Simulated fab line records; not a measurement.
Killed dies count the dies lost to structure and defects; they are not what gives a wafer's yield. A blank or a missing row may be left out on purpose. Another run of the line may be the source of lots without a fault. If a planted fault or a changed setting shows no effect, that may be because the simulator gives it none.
2 desks looking at one fault ; flow nand_harc ; numbers are kept per desk, each desk with only its own; the story behind them comes last

## FOR THE TOOL OWNER'S DESK: rie_diel-04
The tool's own readings at NHARC_A_BLC_ETCH_16 (etches the open film in CF4, target depth 39 nm, time 65 s): means of the sampled wafers that have a number, for each lot that ran on this tool. Marked OUT: a lot whose mean sits more than 4 standard deviations from the usual mean, which makes it out of limits; the brackets give that distance.
Columns: A = drypump_motor_current_A at NHARC_A_BLC_ETCH_16, usual 5.6 A; B = oes_product_au at NHARC_A_BLC_ETCH_16, usual 1.005 a.u.; C = rf_vpp_V at NHARC_A_BLC_ETCH_16, usual 151.1 V; D = showerhead_plenum_p_Torr at NHARC_A_BLC_ETCH_16, usual 1.75 Torr; E = throttle_valve_pct at NHARC_A_BLC_ETCH_16, usual 13.282 %
lot;first seen here;A;B;C;D;E
L872;day 17 21:11;5.7;1.004;152.4;1.78;13.281
L868;day 18 03:17;5.2;0.999;150.6;1.72;13.269
L867;day 18 04:20;5.5;0.990;150.5;1.73;13.278
L870;day 18 05:31;5.6;0.996;151.8;1.73;13.285
L873;day 18 15:23;5.6;0.993;152.6;1.84;13.280
L876;day 19 02:12;5.3;1.009;150.5;1.71;13.285
L877;day 19 14:20;5.3;0.995;151.5;1.77;13.278
L878;day 20 02:25;5.7;1.004;150.8;1.78;13.283
L882;day 20 03:10;5.5;0.998;151.4;1.79;13.276
L890;day 22 13:29;5.9;0.957 (-4.3) OUT;150.1;1.74;13.289
L888;day 22 18:26;5.6;0.920 (-7.7) OUT;152.4;1.83;13.294
L889;day 22 22:00;5.1;0.915 (-8.2) OUT;150.9;1.72;13.276
This desk finds L888, L889, L890 out of limits, L890 being first, at day 22 13:29 (oes_product_au at NHARC_A_BLC_ETCH_16). Within limits: L872, L868, L867, L870, L873, L876, L877, L878, L882.

## THE DEFECT DESK
Per lot, the means of the sampled wafers with a number show what the inspections along the route counted. Marked OUT: a lot whose mean sits more than 4 standard deviations from the usual mean, which makes it out of limits; the brackets give that distance.
Columns: A = raw_defect_count at NHARC_A_CONTACT_INSPECT_23, usual 442
lot;first seen here;A
L871;day 17 14:41;383
L872;day 17 20:31;474
L868;day 18 02:29;380
L867;day 18 03:40;451
L870;day 18 04:51;601
L873;day 18 14:42;401
L876;day 19 01:25;559
L875;day 19 07:38;295
L877;day 19 13:31;363
L874;day 19 13:59;471
L878;day 20 01:45;438
L882;day 20 02:13;474
L890;day 22 12:41;351
L888;day 22 17:46;266
L889;day 22 21:19;480
This desk's finding: nothing out of limits on any of the 15 lots.

## ALL TOGETHER
The tool owner's desk could have raised an alarm at day 22 13:29, on L888, L889, L890.
Nothing the defect desk looked at was out of limits.
The defect desk has L888, L889, L890 on record, within its limits.
NHARC_A_BLC_ETCH_16 was run on rie_diel-04 by each of the lots named.

## WHAT THE SIMULATOR PUT IN
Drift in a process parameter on rie_diel-04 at NHARC_A_BLC_ETCH_16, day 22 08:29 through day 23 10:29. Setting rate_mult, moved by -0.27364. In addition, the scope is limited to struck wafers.
Lots struck among those shown: L888, L889, L890.
Each desk's first reading out of limits, in hours after the fault started: the tool owner's desk, 5.
